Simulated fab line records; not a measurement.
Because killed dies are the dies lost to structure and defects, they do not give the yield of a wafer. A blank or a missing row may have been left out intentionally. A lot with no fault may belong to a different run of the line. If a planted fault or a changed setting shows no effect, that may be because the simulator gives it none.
Matching of chambers    flow n5 finfet    N5_MOL_CONTACT_COAG_STRIP_96 on rie diel-03: 4 sister chambers
The step strips in N2/H2. 20 wafers are shown with their chamber, then 10 later ones without.

## WAFERS, EACH WITH ITS CHAMBER
wafer   chamber  drypump motor current A (A)  showerhead plenum p Torr (Torr)  throttle valve pct (%)
L075.2  1        5.9                          3.41                             18.7
L075.4  1        5.9                          3.41                             18.7
L075.5  1        5.9                          3.41                             18.7
L078.1  0        5.7                          3.17                             19.1
L078.3  2        5.1                          3.37                             19.6
L078.5  2        5.1                          3.37                             19.6
L080.2  1        5.9                          3.40                             18.7
L080.3  0        5.7                          3.17                             19.2
L080.4  3        5.5                          3.57                             18.6
L084.1  0        5.7                          3.17                             19.2
L084.2  3        5.4                          3.57                             18.6
L084.4  1        5.9                          3.40                             18.7
L085.2  2        5.1                          3.36                             19.6
L085.4  3        5.4                          3.56                             18.6
L085.6  2        5.1                          3.36                             19.6
L086.3  2        5.1                          3.35                             19.6
L086.4  0        5.7                          3.16                             19.2
L086.5  1        5.9                          3.39                             18.8
L090.1  3        5.5                          3.56                             18.6
L090.3  1        5.9                          3.39                             18.8

SIGNATURES (means of the wafers above)
reading                   chamber 0  chamber 1  chamber 2  chamber 3  scatter within a chamber
drypump motor current A   5.700      5.900      5.100      5.450      0.025
showerhead plenum p Torr  3.1675     3.4014     3.3620     3.5650     0.00767
throttle valve pct        19.175     18.729     19.600     18.600     0.0369
Rule: a wafer lies at a distance from a chamber equal to the root of the sum of squares, over the readings, of (its reading less the chamber's mean, divided by the reading's scatter). The wafer belongs to the nearest chamber; if the next one is less than 2 further off, it can't be placed. The scatter is the square root of a quotient: the sum, over the shown wafers, of each reading's squared deviation from its chamber's mean, divided by wafers minus chambers.

## WAFERS MISSING THEIR CHAMBER
wafer   drypump motor current A (A)  showerhead plenum p Torr (Torr)  throttle valve pct (%)
L090.6  5.9                          3.38                             18.8
L092.2  5.7                          3.15                             19.2
L092.4  5.9                          3.38                             18.8
L092.6  5.7                          3.15                             19.2
L095.2  5.9                          3.38                             18.8
L095.5  5.5                          3.55                             18.7
L095.6  5.1                          3.35                             19.7
L096.1  5.1                          3.34                             19.7
L096.4  5.4                          3.55                             18.7
L096.5  5.9                          3.38                             18.8

## CHAMBER TAKEN BY EACH
wafer   from the rows above  in truth
L090.6  1                    1
L092.2  0                    0
L092.4  1                    1
L092.6  0                    0
L095.2  1                    1
L095.5  3                    3
L095.6  2                    2
L096.1  2                    2
L096.4  3                    3
L096.5  1                    1
Correct placement for 10 of the 10. From these rows, 0 cannot be placed. 0 placed wrongly.
